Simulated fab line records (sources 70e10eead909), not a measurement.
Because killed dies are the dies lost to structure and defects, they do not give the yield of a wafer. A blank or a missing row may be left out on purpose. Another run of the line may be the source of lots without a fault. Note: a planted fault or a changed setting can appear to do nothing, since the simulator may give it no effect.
fab line records    flow nandHarc
[record] lots = 11  wafers = 33  lastDay = 24
route steps=1159 shown A_SLIT@793 A_WL_FILL@839 A_CONTACT@843 END@1159
lots untouched by any fault: they come from a run of this same line in which no faults occurred
startH: hours from the record's first day to the start of the lot's first wafer shown    waitH: how many hours have passed since the lot's step before this one    " as in the row above    L1.1+2: a row that stands for several wafers    - no value, or no start given    * or withheld: withheld    < > ~ a bound
route shown NAME@n: names a module that has steps shown in the file, with the first one's number in the route    usual: mean/standard deviation of fault-free wafers    same: alike in all rows    chamber/n: place in a boat    sites: per-site readings    _std_site: the values' standard deviation    _edge_site: the outer-site mean with the inner-site mean subtracted    radiusMm: for every site, how far away it sits from the centre of the wafer    mask NAME#n: copy n    behind: the most recent tool/chamber to have shaped the wafer    hold: the reason the lot was held/the length of the hold in hours/how it ended    device: whichever transistor did not switch (one of n, p or np)    end of line: the same wafers' tests at the end of the route    where a step has no rows: the recipe by itself    killed: dies that structure and defects cost at the first sort, which is not the same as the wafer's yield    map: shows each die of a wafer: x if killed, . if not, _ if none is there
set.NAME: the setting as run; set.NAME@STEP: as run at that earlier step    model.NAME: the simulator's own value behind a step, which no gauge read
route steps across a sampled set of lots; one table per step, one row per wafer
services: from which hour (startH, from the record's first day; less than 0 if before it) a tool's chamber was out of use, for how many hours, and why
[[steps]]
[step NHARC_A_SLIT_DESCUM_14]
[recipe] timeS = 3  o2FlowSccm = 200  arFlowSccm = 0  biasPowerW = 0  chemistry = O2
[usual] chamberPressureMTorr = 60.00/0.056  drypumpMotorCurrentA = 5.5/0.51  oesProductAu = 0.998/0.0077  rfVppV = 57.8/0.9  showerheadPlenumPTorr = 1.90/0.11  throttleValvePct = 11.310/0.0092
lot.wafer  tool        chamber  startH  waitH  chamberPressureMTorr  drypumpMotorCurrentA  oesProductAu  rfHoursCounterH  rfVppV  showerheadPlenumPTorr  throttleValvePct
L484.2     rieDiel-07  0        327.17  0.1    60.02                 5.6                   0.999         5                58.9    2.04                   11.311
L484.3     "           1        "       "      60.05                 5.6                   0.984         4                57.0    1.88                   11.306
L484.1     "           2        "       "      60.00                 5.1                   0.998         4                58.2    2.04                   11.314
L483.3     rieDiel-09  2        327.33  0.1    60.01                 5.3                   0.991         5                56.6    1.80                   11.319
L483.2     "           3        "       "      59.96                 5.4                   0.990         4                57.2    2.04                   11.292
L483.1     "           0        "       "      60.07                 5.1                   1.009         4                58.0    1.79                   11.317
L488.1     rieDiel-01  1        335.09  0.1    59.95                 5.7                   1.004         0                57.8    1.80                   11.322
L488.2     "           3        "       "      59.95                 5.1                   1.006         0                58.0    1.97                   11.311
L488.6     "           2        "       "      59.99                 6.5                   0.993         -                57.8    1.84                   11.312
L485.4     rieDiel-09  3        335.27  0.1    59.99                 5.3                   0.996         5                58.7    2.04                   11.304
L485.1     "           1        "       "      60.05                 5.0                   1.002         7                57.1    1.92                   11.330
L485.6     "           3        "       "      59.95                 5.3                   1.004         -                59.8    2.04                   11.294
L487.3     rieDiel-09  0        340.88  0.1    60.09                 5.1                   0.998         6                56.6    1.79                   11.310
L487.1     "           1        "       "      60.03                 5.1                   0.982         8                58.7    1.92                   11.299
L487.6     "           2        "       "      60.05                 5.3                   0.994         -                55.1    1.80                   11.302
L490.3     rieDiel-09  3        357.76  0.1    59.96                 5.3                   0.988         7                58.2    2.04                   11.320
L490.4     "           1        "       "      60.11                 5.1                   0.993         9                57.0    1.92                   11.315
L490.2     "           2        "       "      60.07                 5.3                   0.994         9                55.8    1.80                   11.315
L491.1     rieDiel-09  2        380.68  0.1    60.04                 5.3                   1.000         10               57.9    1.79                   11.312
L491.3     "           0        "       "      60.11                 5.1                   1.010         9                56.9    1.79                   11.306
L491.5     "           2        "       "      60.05                 5.3                   1.003         -                58.0    1.79                   11.296
L495.3     rieDiel-07  0        398.46  0.1    60.04                 5.6                   1.001         10               58.7    2.04                   11.311
L495.4     "           2        "       "      59.97                 5.1                   0.994         -                57.5    2.04                   11.323
L495.6     "           3        "       "      59.99                 6.6                   1.016         -                56.6    1.78                   11.311
L496.4     rieDiel-01  3        399.68  0.1    60.02                 5.1                   0.996         5                57.7    1.97                   11.313
L496.5     "           1        "       "      60.06                 5.7                   1.003         -                57.4    1.80                   11.308
L496.6     "           2        "       "      59.97                 6.5                   1.002         -                58.5    1.84                   11.313
L502.3     rieDiel-01  3        424.97  0.1    59.98                 5.0                   1.002         7                58.1    1.97                   11.298
L502.2     "           2        "       "      59.99                 6.5                   0.987         6                57.2    1.84                   11.329
L502.6     "           0        "       "      60.01                 5.9                   0.998         -                57.0    1.78                   11.313
L505.4     rieDiel-09  1        440.76  0.1    60.01                 5.1                   0.992         0                57.3    1.92                   11.330
L505.6     "           2        "       "      60.07                 5.3                   1.013         -                56.5    1.79                   11.303
L505.5     "           3        "       "      60.07                 5.3                   0.984         -                57.5    2.04                   11.326
[step NHARC_A_WL_FILL_INSPECT_15]
[usual] rawDefectCount = 383/110
lot.wafer  tool              chamber  startH  waitH  rawDefectCount
L483.1     defectInspect-01  -        365.17  0.0    309
L483.2     "                 -        "       "      216
L483.3     "                 -        "       "      589
L484.1     defectInspect-02  -        368.14  0.0    524
L484.2     "                 -        "       "      492
L484.3     "                 -        "       "      738
L488.1     defectInspect-02  -        372.86  0.0    546
L488.2     "                 -        "       "      423
L488.6     "                 -        "       "      455
L485.1     defectInspect-02  -        378.38  0.0    493
L485.4     "                 -        "       "      319
L485.6     "                 -        "       "      325
L487.1     defectInspect-01  -        380.77  0.1    350
L487.3     "                 -        "       "      528
L487.6     "                 -        "       "      372
L490.2     defectInspect-02  -        396.48  0.0    264
L490.3     "                 -        "       "      262
L490.4     "                 -        "       "      442
L491.1     defectInspect-01  -        423.15  0.0    334
L491.3     "                 -        "       "      381
L491.5     "                 -        "       "      485
L495.3     defectInspect-02  -        439.45  0.0    747
L495.4     "                 -        "       "      339
L495.6     "                 -        "       "      542
L496.4     defectInspect-01  -        439.63  0.0    351
L496.5     "                 -        "       "      267
L496.6     "                 -        "       "      404
L502.2     defectInspect-01  -        472.84  0.0    440
L502.3     "                 -        "       "      334
L502.6     "                 -        "       "      318
L505.4     defectInspect-02  -        492.56  0.0    335
L505.5     "                 -        "       "      405
L505.6     "                 -        "       "      300
[step NHARC_A_CONTACT_DEP_29]
[recipe] targetThkA = 700  targetThkNm = 70  tempC = 400  pressureTorr = 3.5  flowSccm = 200  rfW = 350  material = SiON
[usual] heaterPowerOuterW = 475/62  heaterPowerW = 806/77
lot.wafer  tool      chamber  startH  waitH  heaterPowerOuterW  heaterPowerW  sinceWetCleanH
L483.2     pecvd-01  1        368.22  1.6    536                923           118
L483.1     "         2        "       "      480                779           118
L483.3     "         1        "       "      532                920           -
L484.1     pecvd-01  1        373.94  1.9    511                910           124
L484.2     "         2        "       "      403                683           124
L484.3     "         1        "       "      514                908           -
L488.2     pecvd-02  0        378.03  1.5    656                1054          31
L488.1     "         2        "       "      510                822           31
L488.6     "         1        "       "      501                768           -
L485.1     pecvd-01  2        381.66  1.9    468                764           132
L485.4     "         2        "       "      467                755           -
L485.6     "         0        "       "      456                790           -
L487.1     pecvd-02  2        383.97  1.8    451                762           37
L487.3     "         1        "       "      464                795           37
L487.6     "         1        "       "      464                780           -
L490.3     pecvd-01  2        402.23  1.1    476                786           152
L490.2     "         0        "       "      444                755           152
L490.4     "         0        "       "      442                758           -
L491.1     pecvd-03  2        426.98  1.9    496                777           122
L491.3     "         0        "       "      416                760           122
L491.5     "         2        "       "      520                789           -
L495.3     pecvd-01  1        442.37  1.1    483                860           11
L495.6     "         1        "       "      485                852           -
L495.4     "         0        "       "      455                798           -
L496.4     pecvd-01  2        443.06  0.8    431                700           -
L496.5     "         0        "       "      376                676           -
L496.6     "         1        "       "      459                839           -
L502.2     pecvd-02  1        475.77  1.5    508                841           128
L502.3     "         0        "       "      578                944           128
L502.6     "         2        "       "      491                807           -
L505.6     pecvd-01  1        496.51  0.1    508                902           -
L505.5     "         2        "       "      501                843           -
L505.4     "         0        "       "      465                804           -
[step NHARC_A_CONTACT_EXPOSE_39]
[recipe] na = 1.35  sigmaOuter = 0.8  doseMj = 58.79  maskId = A_CC_3
[usual] exposureDoseMJCm2 = 58.76/0.058
lot.wafer  tool            chamber  startH  waitH  mask      exposureDoseMJCm2
L483.1     arfiScanner-02  0        368.89  -      A_CC_3#0  58.74
L483.2     "               0        "       "      A_CC_3#0  58.69
L483.3     "               0        "       "      A_CC_3#0  58.76
L484.1     arfiScanner-01  0        374.61  -      A_CC_3#0  58.83
L484.2     "               0        "       "      A_CC_3#0  58.78
L484.3     "               0        "       "      A_CC_3#0  58.80
L488.1     arfiScanner-01  0        378.61  -      A_CC_3#0  58.90
L488.2     "               0        "       "      A_CC_3#0  58.81
L488.6     "               0        "       "      A_CC_3#0  58.84
L485.1     arfiScanner-02  0        382.24  -      A_CC_3#0  58.77
L485.4     "               0        "       "      A_CC_3#0  58.81
L485.6     "               0        "       "      A_CC_3#0  58.76
L487.1     arfiScanner-03  0        384.56  -      A_CC_3#0  58.75
L487.3     "               0        "       "      A_CC_3#0  58.77
L487.6     "               0        "       "      A_CC_3#0  58.80
L490.2     arfiScanner-03  0        402.70  -      A_CC_3#0  58.78
L490.3     "               0        "       "      A_CC_3#0  58.63
L490.4     "               0        "       "      A_CC_3#0  58.80
L491.1     arfiScanner-01  0        427.44  -      A_CC_3#0  74.95
L491.3     "               0        "       "      A_CC_3#0  74.96
L491.5     "               0        "       "      A_CC_3#0  75.01
L495.3     arfiScanner-03  0        442.85  -      A_CC_3#0  58.66
L495.4     "               0        "       "      A_CC_3#0  58.75
L495.6     "               0        "       "      A_CC_3#0  58.86
L496.4     arfiScanner-01  0        443.57  -      A_CC_3#0  71.86
L496.5     "               0        "       "      A_CC_3#0  71.86
L496.6     "               0        "       "      A_CC_3#0  71.79
L502.2     arfiScanner-03  0        476.35  -      A_CC_3#0  58.68
L502.3     "               0        "       "      A_CC_3#0  58.68
L502.6     "               0        "       "      A_CC_3#0  58.78
L505.4     arfiScanner-03  0        497.02  -      A_CC_3#0  58.71
L505.5     "               0        "       "      A_CC_3#0  58.73
L505.6     "               0        "       "      A_CC_3#0  58.67
[step NHARC_A_CONTACT_CD_MEAS_42]
[recipe] targetCdNm = 200  landingEnergyEv = 500
[usual] cdNm = 200.0/0.65
lot.wafer  tool      chamber  startH  waitH  hold                     cdNm
L483.1     cdSem-01  0        369.03  -      -                        200.1
L483.2     "         0        "       "      -                        200.4
L483.3     "         0        "       "      -                        200.0
L484.1     cdSem-01  0        374.75  -      -                        200.0
L484.2     "         0        "       "      -                        199.4
L484.3     "         0        "       "      -                        199.2
L488.1     cdSem-01  0        378.75  -      -                        199.1
L488.2     "         0        "       "      -                        199.1
L488.6     "         0        "       "      -                        199.5
L485.1     cdSem-02  0        382.39  -      -                        199.1
L485.4     "         0        "       "      -                        199.9
L485.6     "         0        "       "      -                        199.7
L487.1     cdSem-03  0        384.70  -      -                        199.8
L487.3     "         0        "       "      -                        200.3
L487.6     "         0        "       "      -                        200.1
L490.2     cdSem-03  0        402.84  -      -                        200.3
L490.3     "         0        "       "      -                        200.2
L490.4     "         0        "       "      -                        200.4
L491.1     cdSem-02  0        427.58  -      awaitDispo/0.2h/release  214.3
L491.3     "         0        "       "      awaitDispo/0.2h/release  213.5
L491.5     "         0        "       "      awaitDispo/0.2h/release  213.2
L491.1     cdSem-02  0        -       -      -                        214.4
L491.3     "         0        "       "      -                        213.7
L491.5     "         0        "       "      -                        213.2
L495.3     cdSem-02  0        442.99  -      -                        199.4
L495.4     "         0        "       "      -                        199.4
L495.6     "         0        "       "      -                        199.0
L496.4     cdSem-03  0        443.70  -      awaitDispo/0.2h/release  210.2
L496.5     "         0        "       "      awaitDispo/0.2h/release  210.1
L496.6     "         0        "       "      awaitDispo/0.2h/release  210.4
L496.4     cdSem-03  0        -       -      -                        209.9
L496.5     "         0        "       "      -                        209.8
L496.6     "         0        "       "      -                        210.3
L502.2     cdSem-02  0        476.49  -      -                        199.6
L502.3     "         0        "       "      -                        199.6
L502.6     "         0        "       "      -                        199.8
L505.4     cdSem-02  0        497.15  -      -                        200.3
L505.5     "         0        "       "      -                        200.8
L505.6     "         0        "       "      -                        200.7
[step NHARC_END_SORT_01]
[recipe] tempC = 25
[usual] killedAtArray = 25/9.2  killedAtOther = 0.9/1.3  killedAtPeriphery = 3.3/2.3  killedDies = 29/9.6  killedOpen = 3.2/1.8  killedShort = 2/1.4
[same] grossDies = 677
lot.wafer  tool       chamber  startH  waitH  killedAtArray  killedAtOther  killedAtPeriphery  killedDies  killedOpen  killedShort
L491.1     prober-01  0        517.57  2.5    23             1              5                  29          4           3
L491.3     prober-01  0        519.18  3.1    24             0              7                  31          6           2
L491.5     prober-01  0        520.79  3.7    21             0              1                  22          3           1
// killed by level:class
L491.1 A_SLIT:chamberFilmFlake=9 A_STAIRCASE:chamberFilmFlake=3 A_CONTACT:chamberFilmFlake=3 P_CONTACT:geometricParticle:open=2 P_ZERO_WELL:chamberFilmFlake=2 A_CHANNEL_HOLE_D1:chamberFilmFlake=2 A_WL_FILL:chamberFilmFlake=2 A_ONON_D1:geometricParticle:open=1
L491.3 A_SLIT:chamberFilmFlake=9 A_WL_FILL:chamberFilmFlake=6 P_ZERO_WELL:chamberFilmFlake=3 A_ONON_D1:geometricParticle:short=2 A_CHANNEL_HOLE_D1:chamberFilmFlake=2 P_STI:geometricParticle:open=1 P_GATE:geometricParticle:open=1 P_CONTACT:geometricParticle:open=1
L491.5 A_SLIT:chamberFilmFlake=10 A_CONTACT:chamberFilmFlake=3 A_CHANNEL_HOLE_D1:chamberFilmFlake=2 A_STAIRCASE:chamberFilmFlake=2 P_M0:geometricParticle:open=1 A_ONON_D1:geometricParticle:short=1 A_CHANNEL_FILL_D1:geometricParticle:open=1 A_CONTACT:geometricParticle:open=1
[[services]]
tool            chamber  startH  hours  kind
arfiScanner-03  -        312.00  4.0    pm
rieDiel-07      1        312.57  4.7    repair
rieDiel-01      -        314.87  9.0    pm
arfiScanner-03  -        323.18  0.5    repair
pecvd-02        0        329.73  4.6    repair
pecvd-02        -        334.39  13.0   pm
rieDiel-01      -        335.22  1.2    repair
rieDiel-09      2        337.51  2.6    repair
pecvd-01        0        351.15  6.1    repair
arfiScanner-03  -        352.90  0.8    repair
rieDiel-01      3        362.01  11.5   repair
pecvd-01        0        365.15  14.1   repair
arfiScanner-01  -        368.00  4.0    pm
arfiScanner-03  -        380.59  0.5    repair
arfiScanner-01  -        381.02  6.5    repair
rieDiel-01      1        385.48  8.4    repair
rieDiel-01      2        389.09  8.0    repair
rieDiel-01      1        415.69  9.1    repair
pecvd-01        -        418.00  13.0   pm
rieDiel-09      -        431.11  9.0    pm
pecvd-02        2        447.01  11.5   repair
rieDiel-09      -        455.34  0.6    repair
arfiScanner-03  -        484.00  4.0    pm
rieDiel-01      -        492.03  9.0    pm
[[key]]
[firstSign] step = NHARC_A_CONTACT_EXPOSE_39  reading = exposureDoseMJCm2  direction = up  sigmas = 99+  usual = 58.76  struck = 73.41
[effect] step = NHARC_A_CONTACT_CD_MEAS_42  reading = visit  direction = added  through = controlLoop
[effect] step = NHARC_A_CONTACT_CD_MEAS_42  reading = cdNm  direction = up  sigmas = 18  usual = 200.0  struck = 211.9  through = controlLoop
metAt NHARC_A_CONTACT_EXPOSE_39
struckLots L491,L496
testerLeftOut L491,L496
[loopTrim] step = NHARC_A_CONTACT_EXPOSE_39  setting = dose  lots = L496
notActingAt NHARC_A_SLIT_DESCUM_14,NHARC_A_WL_FILL_INSPECT_15,NHARC_A_CONTACT_DEP_29
onsetBetween 378.61 427.44
[fault] kind = processParameterDrift  tool = arfiScanner-01  chamber = -  onsetH = 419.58  steps = NHARC_A_CONTACT_EXPOSE_39  channel = doseMj  offset = 16.257  shape = step  actsIn = theseRecipesOnly  stated = 58.79
// testerLeftOut: of these lots the tester's yield and bins aren't shown, on N5 and GAA mostly nor the transistor test; their killed dies are dies lost to structure and defects alone, not to doping, threshold or leakage, so they don't give the yield
// loopTrim: a control loop set the setting to another value than it would have without faults
